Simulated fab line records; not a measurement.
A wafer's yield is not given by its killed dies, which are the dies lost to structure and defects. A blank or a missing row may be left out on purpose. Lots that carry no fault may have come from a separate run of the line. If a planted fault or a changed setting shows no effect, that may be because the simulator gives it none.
Split-lot trial :: flow n5-finfet :: 7 lots, 21 wafers read, on a route of 1938 steps

== THE SPLIT ==
At N5_FIN_CUT_EXPOSE_05 (exposes mask FIN CUT), the setting dose-mj was moved away from the recipe's 45.75 on 4 of the 21 wafers read, by -5.0% to +7.1%. The other wafers ran this setting at the recipe's value.

== FROM THE SPLIT TO THE READING: what the file shows between them, 2 steps ==
- N5_FIN_CUT_PEB_06: peb time 60 s
- N5_FIN_CUT_DEVELOP_07: develop time 30 s

== THE READING ==
cd-nm, in nm, at N5_FIN_CUT_CD_MEAS_08 (target cd 29.1 nm). A value of 29.09 nm with a standard deviation of 0.22 nm is what fault-free wafers of this fab line usually give.

wafer: L075.1
tool, chamber at the split: euv-scanner-01, 0
dose-mj as run: 45.75
against the recipe: recipe
cd-nm, nm: 28.95
against lot-mates on the recipe: -

wafer: L075.2
tool, chamber at the split: euv-scanner-01, 0
dose-mj as run: 45.75
against the recipe: recipe
cd-nm, nm: 29.36
against lot-mates on the recipe: -

wafer: L075.6
tool, chamber at the split: euv-scanner-01, 0
dose-mj as run: 45.75
against the recipe: recipe
cd-nm, nm: 29.14
against lot-mates on the recipe: -

wafer: L076.2
tool, chamber at the split: euv-scanner-02, 0
dose-mj as run: 45.75
against the recipe: recipe
cd-nm, nm: 29.15
against lot-mates on the recipe: -

wafer: L076.4
tool, chamber at the split: euv-scanner-02, 0
dose-mj as run: 45.75
against the recipe: recipe
cd-nm, nm: 29.14
against lot-mates on the recipe: -

wafer: L076.5
tool, chamber at the split: euv-scanner-02, 0
dose-mj as run: 45.75
against the recipe: recipe
cd-nm, nm: 29.32
against lot-mates on the recipe: -

wafer: L079.1
tool, chamber at the split: euv-scanner-01, 0
dose-mj as run: 45.75
against the recipe: recipe
cd-nm, nm: 29.07
against lot-mates on the recipe: -

wafer: L079.3
tool, chamber at the split: euv-scanner-01, 0
dose-mj as run: 45.75
against the recipe: recipe
cd-nm, nm: 29.02
against lot-mates on the recipe: -

wafer: L079.6
tool, chamber at the split: euv-scanner-01, 0
dose-mj as run: 45.75
against the recipe: recipe
cd-nm, nm: 28.82
against lot-mates on the recipe: -

wafer: L081.2
tool, chamber at the split: euv-scanner-01, 0
dose-mj as run: 45.75
against the recipe: recipe
cd-nm, nm: 29.16
against lot-mates on the recipe: -

wafer: L081.3
tool, chamber at the split: euv-scanner-01, 0
dose-mj as run: 48.99
against the recipe: +7.1%
cd-nm, nm: 30.45
against lot-mates on the recipe: +1.29

wafer: L081.5
tool, chamber at the split: euv-scanner-01, 0
dose-mj as run: 48.99
against the recipe: +7.1%
cd-nm, nm: 30.20
against lot-mates on the recipe: +1.04

wafer: L088.3
tool, chamber at the split: euv-scanner-01, 0
dose-mj as run: 45.75
against the recipe: recipe
cd-nm, nm: 29.33
against lot-mates on the recipe: -

wafer: L088.5
tool, chamber at the split: euv-scanner-01, 0
dose-mj as run: 45.75
against the recipe: recipe
cd-nm, nm: 29.23
against lot-mates on the recipe: -

wafer: L088.6
tool, chamber at the split: euv-scanner-01, 0
dose-mj as run: 45.75
against the recipe: recipe
cd-nm, nm: 29.11
against lot-mates on the recipe: -

wafer: L089.1
tool, chamber at the split: euv-scanner-01, 0
dose-mj as run: 45.75
against the recipe: recipe
cd-nm, nm: 29.28
against lot-mates on the recipe: -

wafer: L089.4
tool, chamber at the split: euv-scanner-01, 0
dose-mj as run: 45.75
against the recipe: recipe
cd-nm, nm: 29.32
against lot-mates on the recipe: -

wafer: L089.6
tool, chamber at the split: euv-scanner-01, 0
dose-mj as run: 45.75
against the recipe: recipe
cd-nm, nm: 29.06
against lot-mates on the recipe: -

wafer: L093.1
tool, chamber at the split: euv-scanner-02, 0
dose-mj as run: 43.46
against the recipe: -5.0%
cd-nm, nm: 28.11
against lot-mates on the recipe: -0.90

wafer: L093.3
tool, chamber at the split: euv-scanner-02, 0
dose-mj as run: 45.75
against the recipe: recipe
cd-nm, nm: 29.01
against lot-mates on the recipe: -

wafer: L093.4
tool, chamber at the split: euv-scanner-02, 0
dose-mj as run: 43.46
against the recipe: -5.0%
cd-nm, nm: 28.04
against lot-mates on the recipe: -0.97

THE FIT
A straight line over all 21 wafers: cd-nm changes by +0.183 nm for each +1% of dose-mj; r = +0.96; the points scatter about the line by 0.15 nm.
The same after taking each lot's own level away (the mean of its wafers on the recipe; 21 wafers): +0.172 nm for each +1%; r = +0.97; scatter 0.11 nm.
That fit puts the effect of the largest move of dose-mj on the reading at 1.2 nm.
Measured against the standard deviation above, the lots' own levels, which go from 28.970 to 29.223 nm, span 1.2 times it.
The two slopes agree, so the slope changes little with the lot-to-lot level.
Check: +1.16 nm against its lot-mates is what the line predicts for one of the wafers moved furthest among these (+7.1%) when that wafer is left out of the fit. Against them it came out at +1.29 nm.

== OTHER SPLITS ON THESE WAFERS ==
These wafers also went through other splits before the reading. Each is held against what the fit with the lots' levels taken away leaves over:
other split on the same wafers: N5_ZERO_LAYER_ETCH_18 icp-w
wafers away from the commonest value: 7
r with cd-nm (lot level and that fit taken away): -0.02

other split on the same wafers: N5_PMOS_HMC_CHANNEL_EPI_HM_DEP_34 time-s
wafers away from the commonest value: 5
r with cd-nm (lot level and that fit taken away): -0.22

other split on the same wafers: N5_PMOS_HMC_CHANNEL_EPI_PEB_07 peb-time-s
wafers away from the commonest value: 6
r with cd-nm (lot level and that fit taken away): +0.07

other split on the same wafers: N5_FIN_SAQP_SPACER1_ALD_24 ald-cycles
wafers away from the commonest value: 13
r with cd-nm (lot level and that fit taken away): +0.28

== THE WHOLE CHAIN: every reading that the file lists as answering this split, in the file's order ==
step: N5_FIN_CUT_CD_MEAS_08
what it does: target cd 29.1 nm
reading: cd-nm
change (the file's fit): +0.172 nm for each +1% of the setting
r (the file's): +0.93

step: N5_FIN_CUT_ETCH_30
what it does: etches underlayer in N2/H2, target depth 13 nm, time 10.4 s
reading: FIN_CUT.cd-offset-nm (the simulator's own value, which no gauge read)
change (the file's fit): +0.18 nm for each +1% of the setting
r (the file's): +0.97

step: N5_FIN_CUT_ETCH_20
what it does: etches SiARC in CF4, target depth 26 nm, time 43.3 s
reading: FIN_CUT.cd-offset-nm (the simulator's own value, which no gauge read)
change (the file's fit): +0.198 nm for each +1% of the setting
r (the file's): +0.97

step: N5_FIN_CUT_PRECLEAN_35
what it does: cleans in vHF, time 13.3 s
reading: FIN_CUT.cd-offset-nm (the simulator's own value, which no gauge read)
change (the file's fit): +0.19 nm for each +1% of the setting
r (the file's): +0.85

== FILE'S OWN FIT ==
cd-nm changes by +0.172 nm for each +1% of dose-mj, r = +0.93.
